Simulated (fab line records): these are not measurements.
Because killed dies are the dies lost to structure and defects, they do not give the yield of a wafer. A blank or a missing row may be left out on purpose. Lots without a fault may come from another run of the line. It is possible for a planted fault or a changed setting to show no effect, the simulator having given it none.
Which tool did it? | flow nand harc | 12 lots with 36 wafers sampled at 6 steps, on a route of 1159 steps

== WHAT THE GAUGES SHOWED, per wafer ==
NHARC_P_ZERO_WELL_INSPECT_43. Usual: raw defect count reads 14 (standard deviation 6.4).
lot  | measured    | on                | raw defect count | flag
L379 | day 2 01:31 | defect inspect-02 | 12 14 11         |
L381 | day 2 13:35 | defect inspect-01 | 18 16 9          |
L382 | day 2 19:28 | defect inspect-01 | 8 9 13           |
L383 | day 3 01:24 | defect inspect-01 | 14 18 11         |
L384 | day 3 07:45 | defect inspect-01 | 11 11 17         |
L387 | day 4 02:09 | defect inspect-02 | 14 4 6           |
L390 | day 4 19:30 | defect inspect-02 | 21 17 14         |
L391 | day 5 01:45 | defect inspect-01 | 12 13 4          |
L396 | day 6 07:35 | defect inspect-02 | 24 13 12         |
L398 | day 6 19:44 | defect inspect-02 | 11 23 12         |
L399 | day 7 01:40 | defect inspect-02 | 13 15 30         |
L401 | day 7 13:48 | defect inspect-02 | 23 19 19         |

NHARC_P_GATE_CD_MEAS_26: target cd 120 nm. Usual: cd nm reads 120.1 nm (standard deviation 0.57).
lot  | measured     | on        | cd nm (nm)        | flag
L379 | day 5 01:19  | cd sem-03 | 119.5 119.6 119.5 |
L381 | day 5 08:22  | cd sem-02 | 119.9 119.1 120.0 |
L382 | day 5 15:46  | cd sem-03 | 119.7 119.1 118.7 |
L383 | day 5 16:18  | cd sem-02 | 119.7 119.4 119.7 |
L384 | day 6 07:08  | cd sem-03 | 119.9 119.6 119.2 |
L387 | day 7 00:16  | cd sem-01 | 120.8 121.2 121.3 |
L390 | day 7 23:59  | cd sem-02 | 127.6 126.8 127.6 | OFF
L391 | day 7 23:50  | cd sem-03 | 127.5 127.7 126.8 | OFF
L396 | day 9 08:04  | cd sem-03 | 120.3 120.4 120.8 |
L398 | day 9 17:31  | cd sem-01 | 120.6 120.3 120.5 |
L399 | day 10 00:29 | cd sem-02 | 119.7 119.8 120.2 |
L401 | day 10 06:35 | cd sem-01 | 120.8 119.8 120.8 |

NHARC_END_SORT_01. Usual: killed at array 28, standard deviation 10; killed at other 0.6, standard deviation 0.85; killed at periphery 3.3, standard deviation 2.3; killed dies 32, standard deviation 11; killed open 3.3, standard deviation 1.5; killed short 2.1, standard deviation 1.4.
lot  | measured     | on        | killed at array | killed at other | killed at periphery | killed dies | killed open | killed short | flag
L390 | day 22 03:00 | prober-01 | 41 42 35        | 0 1 2           | 3 5 3               | 44 48 40    | 4 5 3       | 1 1 1        |
L391 | day 22 18:50 | prober-02 | 36 24 24        | 1 0 2           | 6 7 4               | 43 31 30    | 8 5 3       | 1 2 3        |

== WHICH TOOL RAN EACH LOT (tool, then ch and the chambers of the sampled wafers, then the start) ==
lot  | NHARC_P_ZERO_WELL_DESCUM_13       | NHARC_P_GATE_PEB_24               | NHARC_P_GATE_STRIP_95
L379 | rie diel-05 ch 0,2,3, day 1 19:18 | litho track-06 ch 0, day 5 01:14  | plasma asher-02 ch 0,1, day 5 19:12
L381 | rie diel-06 ch 1,2, day 2 07:23   | litho track-06 ch 0, day 5 08:17  | plasma asher-02 ch 0,1, day 6 02:14
L382 | rie diel-10 ch 0,1,3, day 2 13:26 | litho track-06 ch 0, day 5 15:41  | plasma asher-02 ch 0,1, day 6 08:49
L383 | rie diel-05 ch 2,3, day 2 19:16   | litho track-06 ch 0, day 5 16:13  | plasma asher-01 ch 0, day 6 09:25
L384 | rie diel-05 ch 0,1,3, day 3 01:25 | litho track-04 ch 0, day 6 07:04  | plasma asher-02 ch 0,1, day 7 00:04
L387 | rie diel-05 ch 0,2,3, day 3 19:34 | litho track-01 ch 0, day 7 00:11  | plasma asher-02 ch 0,1, day 7 18:11
L390 | rie diel-05 ch 1,3, day 4 13:17   | litho track-06 ch 0, day 7 23:55  | plasma asher-01 ch 0,1, day 8 22:06
L391 | rie diel-06 ch 0,1,3, day 4 19:31 | litho track-06 ch 0, day 7 23:45  | plasma asher-01 ch 0,1, day 8 17:12
L396 | rie diel-05 ch 2,3, day 6 01:25   | litho track-01 ch 0, day 9 07:59  | plasma asher-02 ch 0,1, day 10 00:41
L398 | rie diel-06 ch 0,1,2, day 6 13:34 | litho track-04 ch 0, day 9 17:26  | plasma asher-02 ch 0,1, day 10 10:23
L399 | rie diel-05 ch 2,3, day 6 19:24   | litho track-04 ch 0, day 10 00:25 | plasma asher-02 ch 0,1, day 10 16:59
L401 | rie diel-10 ch 0,2,3, day 7 07:25 | litho track-01 ch 0, day 10 06:30 | plasma asher-02 ch 1, day 10 23:19
- NHARC_P_ZERO_WELL_DESCUM_13: chemistry O2, time 3 s.
- NHARC_P_GATE_PEB_24: peb time 65 s.
- NHARC_P_GATE_STRIP_95: strips in O2.

== AS READ BY THE TOOLS THEMSELVES (means over the sampled wafers that have a number; for cases with no such wafer, the mark the record gives instead) ==
NHARC_P_ZERO_WELL_DESCUM_13. Usual: drypump motor current A 5.8 A, standard deviation 0.57; oes product au 1.002 a.u., standard deviation 0.0093; rf vpp V 57.9 V, standard deviation 0.87; showerhead plenum p Torr 1.94 Torr, standard deviation 0.07; throttle valve pct 11.311 %, standard deviation 0.01.
lot  | tool        | drypump motor current A (A) | oes product au (a.u.) | rf vpp V (V) | showerhead plenum p Torr (Torr) | throttle valve pct (%) | flag
L379 | rie diel-05 | 5.7                         | 1.004                 | 57.9         | 1.99                            | 11.320                 |
L381 | rie diel-06 | 5.4                         | 1.003                 | 57.9         | 1.88                            | 11.311                 |
L382 | rie diel-10 | 5.9                         | 0.990                 | 58.2         | 1.90                            | 11.312                 |
L383 | rie diel-05 | 5.8                         | 0.999                 | 57.8         | 2.04                            | 11.322                 |
L384 | rie diel-05 | 6.0                         | 1.017                 | 58.0         | 1.94                            | 11.309                 |
L387 | rie diel-05 | 5.7                         | 1.007                 | 57.6         | 1.99                            | 11.322                 |
L390 | rie diel-05 | 6.2                         | 0.995                 | 57.8         | 2.00                            | 11.315                 |
L391 | rie diel-06 | 6.0                         | 0.993                 | 58.1         | 1.93                            | 11.310                 |
L396 | rie diel-05 | 5.9                         | 1.003                 | 58.5         | 2.04                            | 11.302                 |
L398 | rie diel-06 | 5.6                         | 1.006                 | 57.6         | 1.93                            | 11.317                 |
L399 | rie diel-05 | 5.8                         | 1.005                 | 58.0         | 2.04                            | 11.315                 |
L401 | rie diel-10 | 5.8                         | 0.998                 | 58.4         | 1.88                            | 11.312                 |

NHARC_P_GATE_PEB_24. Usual: heater power total W 156.6 W, standard deviation 0.42; plate temp C 100.00 C, standard deviation 0.13.
lot  | tool           | heater power total W (W) | plate temp C (C) | flag
L379 | litho track-06 | 156.9                    | 100.02           |
L381 | litho track-06 | 156.8                    | 100.11           |
L382 | litho track-06 | 156.7                    | 100.05           |
L383 | litho track-06 | 156.3                    | 99.99            |
L384 | litho track-04 | 156.9                    | 99.98            |
L387 | litho track-01 | 156.6                    | 100.10           |
L390 | litho track-06 | 152.6                    | 98.20            | OFF
L391 | litho track-06 | 152.6                    | 98.18            | OFF
L396 | litho track-01 | 156.6                    | 99.91            |
L398 | litho track-04 | 156.8                    | 100.09           |
L399 | litho track-04 | 156.8                    | 99.98            |
L401 | litho track-01 | 156.7                    | 99.90            |

NHARC_P_GATE_STRIP_95. Usual: drypump motor current A 5.8 A, standard deviation 0.48; heater power w 349 W, standard deviation 44.
lot  | tool            | drypump motor current A (A) | heater power w (W) | flag
L379 | plasma asher-02 | 6.2                         | 323                |
L381 | plasma asher-02 | 6.1                         | 313                |
L382 | plasma asher-02 | 6.2                         | 321                |
L383 | plasma asher-01 | 5.6                         | 327                |
L384 | plasma asher-02 | 6.1                         | 318                |
L387 | plasma asher-02 | 6.2                         | 322                |
L390 | plasma asher-01 | 5.2                         | 395                |
L391 | plasma asher-01 | 5.4                         | 360                |
L396 | plasma asher-02 | 6.1                         | 324                |
L398 | plasma asher-02 | 6.1                         | 321                |
L399 | plasma asher-02 | 6.2                         | 331                |
L401 | plasma asher-02 | 6.2                         | 335                |

== THE ANSWER, worked out from the rows above alone ==
Rule: lot off if the mean of its wafers having a number is beyond 3 standard deviations from the usual mean. Also off: a lot with no number at a reading for which 4 or more lots have one. The other lots that the step has rows for count as sound. First the gauges in route order, then the tools' own readings, where a lot's mean is used as printed above. At the first step where some lot is off, the reading lying furthest off is the one used; lots without a number count as furthest.
Off, at NHARC_P_GATE_CD_MEAS_26 on cd nm: L390, L391.
A tool fits if, at a process step before that reading, it ran every lot that is off, and no sound lot after the first of them. The gauges at NHARC_P_GATE_CD_MEAS_26 aren't tried: what is off there is off at NHARC_P_GATE_PEB_24 too, on other tools, and a gauge's error can't cause that. One fits: NHARC_P_GATE_PEB_24 on litho track-06. Its last sound lot is L383 (day 5 16:13), its first lot that is off L391 (day 7 23:45): a fault that began between those two fits.
The tool's own readings at NHARC_P_GATE_PEB_24 bear it out: on the lots that are off they differ by more than 5 times the standard deviation of the sound lots' means. heater power total W reads 152.6 W there against 156.7 W on the sound lots; plate temp C reads 98.19 C there against 100.01 C on the sound lots.

== WHAT THE SIMULATOR HAD PUT IN ==
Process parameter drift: litho track-06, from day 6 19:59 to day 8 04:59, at NHARC_P_GATE_PEB_24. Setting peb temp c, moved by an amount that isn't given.
Struck lots among those shown: L390, L391. This agrees with what the rule above found.
